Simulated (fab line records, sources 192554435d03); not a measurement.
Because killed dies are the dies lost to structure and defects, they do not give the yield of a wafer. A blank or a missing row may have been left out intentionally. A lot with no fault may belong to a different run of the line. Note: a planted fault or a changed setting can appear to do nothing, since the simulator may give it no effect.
Lot-split experiment ; flow n5Finfet ; 21 wafers read across 7 lots, on a route 1938 steps long

## THE SPLIT
At N5_BEOL_M2_ETCH_74 (etches underlayer in N2/H2, target depth 6.5 nm, time 5.2 s), the setting sourceW was moved away from the recipe's 840 W on 8 of the 21 wafers read, by -13.1% to +14.8%. All remaining wafers had this setting at the recipe value.

The split's own step is where the reading is taken.

## THE READING
rfVppV, in V, at N5_BEOL_M2_ETCH_74 (etches underlayer in N2/H2, target depth 6.5 nm, time 5.2 s). Typical for fault-free wafers on this fab line: 524.2 V, with standard deviation 2.8 V.

wafer;tool, chamber at the split;sourceW as run, W;against the recipe;rfVppV, V;against lot-mates on the recipe
L080.1;rieDiel-06, 2;840;recipe;525.8;-
L080.3;rieDiel-06, 3;840;recipe;524.1;-
L080.6;rieDiel-06, 1;840;recipe;523.0;-
L083.2;rieDiel-06, 0;964.6;+14.8%;499.3;-25.0
L083.4;rieDiel-06, 3;964.6;+14.8%;502.7;-21.6
L083.6;rieDiel-06, 0;840;recipe;524.3;-
L084.1;rieDiel-04, 3;840;recipe;520.0;-
L084.3;rieDiel-04, 1;840;recipe;525.9;-
L084.6;rieDiel-04, 2;840;recipe;520.7;-
L086.1;rieDiel-06, 3;916.2;+9.1%;510.1;-12.6
L086.4;rieDiel-06, 3;840;recipe;522.7;-
L086.6;rieDiel-06, 1;916.2;+9.1%;509.1;-13.6
L090.1;rieDiel-04, 0;897.7;+6.9%;513.1;-11.9
L090.3;rieDiel-04, 3;897.7;+6.9%;509.1;-15.9
L090.5;rieDiel-04, 0;840;recipe;525.0;-
L093.2;rieDiel-04, 0;840;recipe;525.8;-
L093.3;rieDiel-04, 1;730.2;-13.1%;551.7;+28.0
L093.5;rieDiel-04, 2;840;recipe;521.6;-
L097.2;rieDiel-06, 1;840;recipe;520.4;-
L097.3;rieDiel-06, 0;922.3;+9.8%;505.8;-15.3
L097.5;rieDiel-06, 1;840;recipe;521.8;-

THE FIT
A straight line over all 21 wafers: rfVppV changes by -1.71 V for each +1% of sourceW; r = -0.97; the points scatter about the line by 2.6 V.
The same after taking each lot's own level away (the mean of its wafers on the recipe; 21 wafers): -1.73 V for each +1%; r = -0.98; scatter 2.4 V.
On that fit, the largest move of sourceW shifts the reading by 26 V.
The lots' own levels span 521.10 to 525.00 V, that is 1.4 times the standard deviation above.
Consequently the slope shifts little with the lot-to-lot level, the two slopes agreeing.
Check: with one of the wafers moved furthest among these (+14.8%) left out of the fit, the line predicts -25.1 V for it against its lot-mates. It came out at -25 V against them.
Tool readings at the split's step, against how far the setting was moved: etchRfOnTimeS r = -0.92; rfVppV r = -0.97.

## ADDITIONAL SPLITS CARRIED BY THESE WAFERS
Other splits were also applied to these wafers ahead of the reading. Each is held against what the fit with the lots' levels taken away leaves over:
other split on the same wafers;wafers away from the commonest value;r with rfVppV (lot level and that fit taken away)
N5_MOL_CONTACT_COAG_CONTACT_ETCH_14 sourceW;10;+0.12
N5_MOL_CONTACT_COAG_ETCH_67 sourceW;8;+0.18
N5_BEOL_M1_ILD_DEP_00 timeS;6;+0.45
N5_BEOL_M1_PECVD_72 timeS;6;+0.16

## THE WHOLE CHAIN: every reading that the file lists as answering this split, in the file's order
step;what it does;reading;change (the file's fit);r (the file's)
N5_BEOL_M2_ETCH_74;etches underlayer in N2/H2, target depth 6.5 nm, time 5.2 s;etchRfOnTimeS;withheld for each +1% of the setting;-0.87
N5_BEOL_M2_ETCH_74;etches underlayer in N2/H2, target depth 6.5 nm, time 5.2 s;rfVppV;-1.75 V for each +1% of the setting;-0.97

## THE FILE'S OWN FIT
rfVppV changes by -1.75 V for each +1% of sourceW, r = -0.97.
